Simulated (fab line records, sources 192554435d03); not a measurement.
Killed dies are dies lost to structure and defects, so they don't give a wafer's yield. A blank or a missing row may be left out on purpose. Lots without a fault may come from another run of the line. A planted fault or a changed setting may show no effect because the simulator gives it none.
Chamber matching | flow n5_finfet | N5_FIN_SAQP_DESCUM_21 on rie_diel-04: 4 sister chambers
The step chemistry O2, time 7.9 s. 22 wafers are shown with their chamber, then 11 later ones without.

WAFERS WITH THEIR CHAMBER
wafer  | chamber | drypump_motor_current_A (A) | showerhead_plenum_p_Torr (Torr) | throttle_valve_pct (%)
L074.1 | 0       | 4.8                         | 2.16                            | 20.43
L074.2 | 3       | 6.3                         | 2.19                            | 20.53
L074.4 | 2       | 5.5                         | 2.09                            | 21.06
L078.1 | 2       | 5.5                         | 2.09                            | 21.08
L078.2 | 0       | 4.8                         | 2.16                            | 20.43
L078.6 | 3       | 6.3                         | 2.18                            | 20.55
L081.2 | 2       | 5.5                         | 2.09                            | 21.08
L081.5 | 0       | 4.8                         | 2.16                            | 20.44
L081.6 | 1       | 5.3                         | 2.03                            | 20.34
L084.2 | 1       | 5.3                         | 2.03                            | 20.34
L084.3 | 0       | 4.8                         | 2.15                            | 20.44
L084.6 | 1       | 5.3                         | 2.03                            | 20.35
L085.1 | 1       | 5.3                         | 2.03                            | 20.33
L085.3 | 3       | 6.3                         | 2.18                            | 20.59
L085.4 | 3       | 6.3                         | 2.18                            | 20.56
L086.2 | 1       | 5.2                         | 2.03                            | 20.35
L086.4 | 3       | 6.3                         | 2.18                            | 20.61
L086.6 | 3       | 6.3                         | 2.18                            | 20.60
L091.1 | 1       | 5.3                         | 2.02                            | 20.35
L091.2 | 0       | 4.8                         | 2.15                            | 20.46
L091.6 | 1       | 5.3                         | 2.02                            | 20.37
L092.1 | 0       | 4.8                         | 2.15                            | 20.46

SIGNATURES (means of the wafers above)
reading                  | chamber 0 | chamber 1 | chamber 2 | chamber 3 | scatter within a chamber
drypump_motor_current_A  | 4.800     | 5.286     | 5.500     | 6.300     | 0.0218
showerhead_plenum_p_Torr | 2.1550    | 2.0271    | 2.0900    | 2.1817    | 0.00457
throttle_valve_pct       | 20.4433   | 20.3471   | 21.0733   | 20.5733   | 0.0198
Rule: a wafer's distance from a chamber is the root of the sum, over the readings, of the square of ((its reading less the chamber's mean) divided by the reading's scatter). The wafer belongs to the nearest chamber; if the next one is less than 2 further off, it can't be placed. The scatter: the root of (the sum of the squares of (reading less its chamber's mean) over the shown wafers, divided by (wafers less chambers)).

WAFERS WITHOUT THEIR CHAMBER
wafer  | drypump_motor_current_A (A) | showerhead_plenum_p_Torr (Torr) | throttle_valve_pct (%)
L092.4 | 6.3                         | 2.17                            | 20.60
L092.6 | 5.5                         | 2.08                            | 20.78
L093.1 | 5.5                         | 2.08                            | 20.78
L093.3 | 6.3                         | 2.17                            | 20.60
L093.4 | 4.8                         | 2.15                            | 20.49
L095.4 | 5.5                         | 2.08                            | 20.79
L095.5 | 4.8                         | 2.15                            | 20.48
L095.6 | 6.3                         | 2.17                            | 20.60
L096.4 | 5.3                         | 2.02                            | 20.38
L096.5 | 5.5                         | 2.08                            | 20.78
L096.6 | 4.8                         | 2.15                            | 20.49

WHICH CHAMBER EACH WENT THROUGH
wafer  | from the rows above | in truth
L092.4 | 3                   | 3
L092.6 | 2                   | 2
L093.1 | 2                   | 2
L093.3 | 3                   | 3
L093.4 | 0                   | 0
L095.4 | 2                   | 2
L095.5 | 0                   | 0
L095.6 | 3                   | 3
L096.4 | 1                   | 1
L096.5 | 2                   | 2
L096.6 | 0                   | 0
Placed correctly: 11 of 11. Can't be placed from these rows: 0. Placed wrongly: 0.
